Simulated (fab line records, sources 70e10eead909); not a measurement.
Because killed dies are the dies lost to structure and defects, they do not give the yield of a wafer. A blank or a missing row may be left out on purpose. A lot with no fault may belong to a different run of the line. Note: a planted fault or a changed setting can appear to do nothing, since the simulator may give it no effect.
Struck lot and sound lot, side by side || flow nand harc || 14 steps out of a route of 1302
Sound: wafers L133.1, L133.3, L133.5. Wafers struck: L136.2, L136.4, L136.6. Last of all comes the cause.
Per side, at each step with rows, come the tool, then ch with its chambers, and then its first start. Under that, the readings that differ: sound wafers || struck wafers || difference of the means || sigmas: that difference in standard deviations of wafers without a fault.
alike: readings whose means differ by less than 2 such deviations, and words and numbers that are the same on both sides. not compared: withheld readings, readings that some wafer has no value for, bounds like >300 that may hide the same value, and numbers for which the record gives no deviation and whose values overlap.
A row with sigmas, a row that says differs or no value, or rows on one side alone: a step with any of these is where the two part. Numbers that don't overlap but have no deviation are shown without sigmas and don't part them. Lack of a reading on every wafer of one side parts them only where that side has two or more wafers.

first, 1 step without rows for these wafers: NHARC_A_STAIRCASE_HARDBAKE_218 (time 140 s).
NHARC_A_STAIRCASE_DESCUM_219: chemistry O2, time 3 s.
  sound on rie diel-13 ch 0,3, day 15 22:40; struck on rie diel-13 ch 0,1, day 17 22:07
  alike: drypump motor current A, oes product au, rf vpp V, showerhead plenum p Torr, throttle valve pct
  not compared: rf hours counter h
NHARC_A_STAIRCASE_TRIM_220: chemistry O2, time 211.2 s.
  sound on rie diel-13 ch 1,2,3, day 15 22:45; struck on rie diel-13 ch 0,3, day 17 22:13
  alike: drypump motor current A, oes product au, rf vpp V, showerhead plenum p Torr, throttle valve pct
  not compared: rf hours counter h
then, 2 steps without rows for these wafers: NHARC_A_STAIRCASE_ETCH_221 (etches the open film in C4F8/O2, target depth 100 nm, time 40.5 s); NHARC_A_STAIRCASE_TRIM_222 (chemistry O2, time 211.2 s).
NHARC_A_STAIRCASE_ETCH_223: etches the open film in C4F8/O2, target depth 100 nm, time 40.5 s.
  sound on rie diel-13 ch 1,3; struck on rie diel-13 ch 1,3
  alike: bias w, oes product au, rf fwd power W, rf vpp V
  not compared: rf hours counter h
NHARC_A_STAIRCASE_TRIM_224: chemistry O2, time 211.2 s.
  sound on rie diel-13 ch 0,2; struck on rie diel-13 ch 1,2
  alike: drypump motor current A, oes product au, rf vpp V, showerhead plenum p Torr, throttle valve pct
  not compared: rf hours counter h
then, 2 steps without rows for these wafers: NHARC_A_STAIRCASE_ETCH_225 (etches the open film in C4F8/O2, target depth 100 nm, time 40.5 s); NHARC_A_STAIRCASE_TRIM_226 (chemistry O2, time 211.2 s).
NHARC_A_STAIRCASE_ETCH_227: etches the open film in C4F8/O2, target depth 100 nm, time 40.5 s.
  sound on rie diel-13 ch 1,3; struck on rie diel-13 ch 0,1
  alike: bias w, oes product au, rf fwd power W, rf vpp V
  not compared: rf hours counter h
then, 1 step without rows for these wafers: NHARC_A_STAIRCASE_TRIM_229 (chemistry O2, time 211.2 s).
NHARC_A_STAIRCASE_ETCH_230: etches the open film in C4F8/O2, target depth 100 nm, time 40.5 s.
  sound on rie diel-13 ch 1,2,3, day 16 00:04; struck on rie diel-13 ch 0,1,2, day 17 23:29
{"reading": "oes product au (a.u.)", "sound": "0.969 0.935 0.936", "struck": "1.033 1.054 1.031", "difference": "+0.093", "sigmas": "+6"}
{"reading": "rf fwd power W (W)", "sound": "588.2 591.4 592.2", "struck": "686.3 685.9 688.3", "difference": "+96.2", "sigmas": "+32"}
  alike: bias w, rf vpp V
  not compared: rf hours counter h
then, 2 steps without rows for these wafers: NHARC_A_STAIRCASE_TRIM_231 (chemistry O2, time 211.2 s); NHARC_END_SORT_01.

WHERE THEY PART
At NHARC_A_STAIRCASE_ETCH_230 and nowhere else, as far as this record goes.

WHY: what the simulator had put in
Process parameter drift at NHARC_A_STAIRCASE_ETCH_230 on rie diel-13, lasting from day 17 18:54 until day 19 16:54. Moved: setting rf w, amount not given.
